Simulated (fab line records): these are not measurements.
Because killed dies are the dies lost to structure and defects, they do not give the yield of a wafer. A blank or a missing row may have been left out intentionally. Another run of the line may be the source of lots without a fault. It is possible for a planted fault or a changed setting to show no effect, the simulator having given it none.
Split-lot study || flow n5-finfet || 21 wafers read across 7 lots, on a route 1938 steps long

SPLIT DETAILS
At N5_BEOL_M11_COAT_59 (time 60 s, resist thk 100 nm), the setting spin-rpm was moved away from the recipe's 1500 rpm on 5 of the 21 wafers read, by -5.5% to +9.6%. All remaining wafers had this setting at the recipe value.

The reading is taken at the split's own step.

THE READING
SOC_of_BEOL_M11_COAT_59.thk-nm (the simulator's own value, which no gauge read), in nm, at N5_BEOL_M11_COAT_59 (time 60 s, resist thk 100 nm). The file gives no usual value for it. Average 100.0 nm, standard deviation 0.28 nm, over the 16 wafers here run with the recipe.

{"wafer": "L079.1", "tool, chamber at the split": "litho-track-02, 0", "spin-rpm as run, rpm": 1500, "against the recipe": "recipe", "SOC_of_BEOL_M11_COAT_59.thk-nm, nm": 100, "against lot-mates on the recipe": "-"}
{"wafer": "L079.2", "tool, chamber at the split": "litho-track-02, 0", "spin-rpm as run, rpm": 1417, "against the recipe": "-5.5%", "SOC_of_BEOL_M11_COAT_59.thk-nm, nm": 102.4, "against lot-mates on the recipe": "+2.6"}
{"wafer": "L079.3", "tool, chamber at the split": "litho-track-02, 0", "spin-rpm as run, rpm": 1500, "against the recipe": "recipe", "SOC_of_BEOL_M11_COAT_59.thk-nm, nm": 99.6, "against lot-mates on the recipe": "-"}
{"wafer": "L080.3", "tool, chamber at the split": "litho-track-03, 0", "spin-rpm as run, rpm": 1500, "against the recipe": "recipe", "SOC_of_BEOL_M11_COAT_59.thk-nm, nm": 100.6, "against lot-mates on the recipe": "-"}
{"wafer": "L080.4", "tool, chamber at the split": "litho-track-03, 0", "spin-rpm as run, rpm": 1500, "against the recipe": "recipe", "SOC_of_BEOL_M11_COAT_59.thk-nm, nm": 100.2, "against lot-mates on the recipe": "-"}
{"wafer": "L080.6", "tool, chamber at the split": "litho-track-03, 0", "spin-rpm as run, rpm": 1500, "against the recipe": "recipe", "SOC_of_BEOL_M11_COAT_59.thk-nm, nm": 100.4, "against lot-mates on the recipe": "-"}
{"wafer": "L081.1", "tool, chamber at the split": "litho-track-01, 0", "spin-rpm as run, rpm": 1500, "against the recipe": "recipe", "SOC_of_BEOL_M11_COAT_59.thk-nm, nm": 100, "against lot-mates on the recipe": "-"}
{"wafer": "L081.6", "tool, chamber at the split": "litho-track-01, 0", "spin-rpm as run, rpm": 1500, "against the recipe": "recipe", "SOC_of_BEOL_M11_COAT_59.thk-nm, nm": 100, "against lot-mates on the recipe": "-"}
{"wafer": "L081.4", "tool, chamber at the split": "litho-track-01, 0", "spin-rpm as run, rpm": 1500, "against the recipe": "recipe", "SOC_of_BEOL_M11_COAT_59.thk-nm, nm": 100.2, "against lot-mates on the recipe": "-"}
{"wafer": "L082.2", "tool, chamber at the split": "litho-track-02, 0", "spin-rpm as run, rpm": 1500, "against the recipe": "recipe", "SOC_of_BEOL_M11_COAT_59.thk-nm, nm": 99.8, "against lot-mates on the recipe": "-"}
{"wafer": "L082.3", "tool, chamber at the split": "litho-track-02, 0", "spin-rpm as run, rpm": 1588, "against the recipe": "+5.9%", "SOC_of_BEOL_M11_COAT_59.thk-nm, nm": 96.8, "against lot-mates on the recipe": -2.9}
{"wafer": "L082.4", "tool, chamber at the split": "litho-track-02, 0", "spin-rpm as run, rpm": 1500, "against the recipe": "recipe", "SOC_of_BEOL_M11_COAT_59.thk-nm, nm": 99.6, "against lot-mates on the recipe": "-"}
{"wafer": "L088.3", "tool, chamber at the split": "litho-track-02, 0", "spin-rpm as run, rpm": 1644, "against the recipe": "+9.6%", "SOC_of_BEOL_M11_COAT_59.thk-nm, nm": 95, "against lot-mates on the recipe": -4.6}
{"wafer": "L088.4", "tool, chamber at the split": "litho-track-02, 0", "spin-rpm as run, rpm": 1644, "against the recipe": "+9.6%", "SOC_of_BEOL_M11_COAT_59.thk-nm, nm": 95, "against lot-mates on the recipe": -4.6}
{"wafer": "L088.6", "tool, chamber at the split": "litho-track-02, 0", "spin-rpm as run, rpm": 1500, "against the recipe": "recipe", "SOC_of_BEOL_M11_COAT_59.thk-nm, nm": 99.6, "against lot-mates on the recipe": "-"}
{"wafer": "L097.4", "tool, chamber at the split": "litho-track-02, 0", "spin-rpm as run, rpm": 1500, "against the recipe": "recipe", "SOC_of_BEOL_M11_COAT_59.thk-nm, nm": 99.8, "against lot-mates on the recipe": "-"}
{"wafer": "L097.5", "tool, chamber at the split": "litho-track-02, 0", "spin-rpm as run, rpm": 1500, "against the recipe": "recipe", "SOC_of_BEOL_M11_COAT_59.thk-nm, nm": 99.8, "against lot-mates on the recipe": "-"}
{"wafer": "L097.6", "tool, chamber at the split": "litho-track-02, 0", "spin-rpm as run, rpm": 1626, "against the recipe": "+8.4%", "SOC_of_BEOL_M11_COAT_59.thk-nm, nm": 96, "against lot-mates on the recipe": -3.8}
{"wafer": "L096.1", "tool, chamber at the split": "litho-track-02, 0", "spin-rpm as run, rpm": 1500, "against the recipe": "recipe", "SOC_of_BEOL_M11_COAT_59.thk-nm, nm": 100.2, "against lot-mates on the recipe": "-"}
{"wafer": "L096.5", "tool, chamber at the split": "litho-track-02, 0", "spin-rpm as run, rpm": 1500, "against the recipe": "recipe", "SOC_of_BEOL_M11_COAT_59.thk-nm, nm": 100, "against lot-mates on the recipe": "-"}
{"wafer": "L096.6", "tool, chamber at the split": "litho-track-02, 0", "spin-rpm as run, rpm": 1500, "against the recipe": "recipe", "SOC_of_BEOL_M11_COAT_59.thk-nm, nm": 99.8, "against lot-mates on the recipe": "-"}

FIT RESULTS
A straight line over all 21 wafers: SOC_of_BEOL_M11_COAT_59.thk-nm changes by -0.5 nm for each +1% of spin-rpm; r = -0.99; the points scatter about the line by 0.28 nm.
The same after taking each lot's own level away (the mean of its wafers on the recipe; 21 wafers): -0.474 nm for each +1%; r = -1.00; scatter 0.13 nm.
According to that fit, moving spin-rpm by its largest amount changes the reading by 4.5 nm.
Across the lots, their own levels run from 99.60 to 100.40 nm, a range of 2.8 times the standard deviation given above.
The two slopes agree, so the slope changes little with the lot-to-lot level.
Check: -4.53 nm against its lot-mates is what the line predicts for one of the wafers moved furthest among these (+9.6%) when that wafer is left out of the fit. Against them it came out at -4.6 nm.

THESE WAFERS: OTHER SPLITS
Note: prior to the reading, these wafers also went through further splits. Each is held against what the fit with the lots' levels taken away leaves over:
{"other split on the same wafers": "N5_BEOL_M10_ILD_DEP_00 time-s", "wafers away from the commonest value": 7, "r with SOC_of_BEOL_M11_COAT_59.thk-nm (lot level and that fit taken away)": "+0.09"}
{"other split on the same wafers": "N5_BEOL_M10_EXPOSE_08 dose-mj", "wafers away from the commonest value": 9, "r with SOC_of_BEOL_M11_COAT_59.thk-nm (lot level and that fit taken away)": -0.04}

THE FILE'S OWN FIT
SOC_of_BEOL_M11_COAT_59.thk-nm changes by -0.472 nm for each +1% of spin-rpm, r = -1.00.
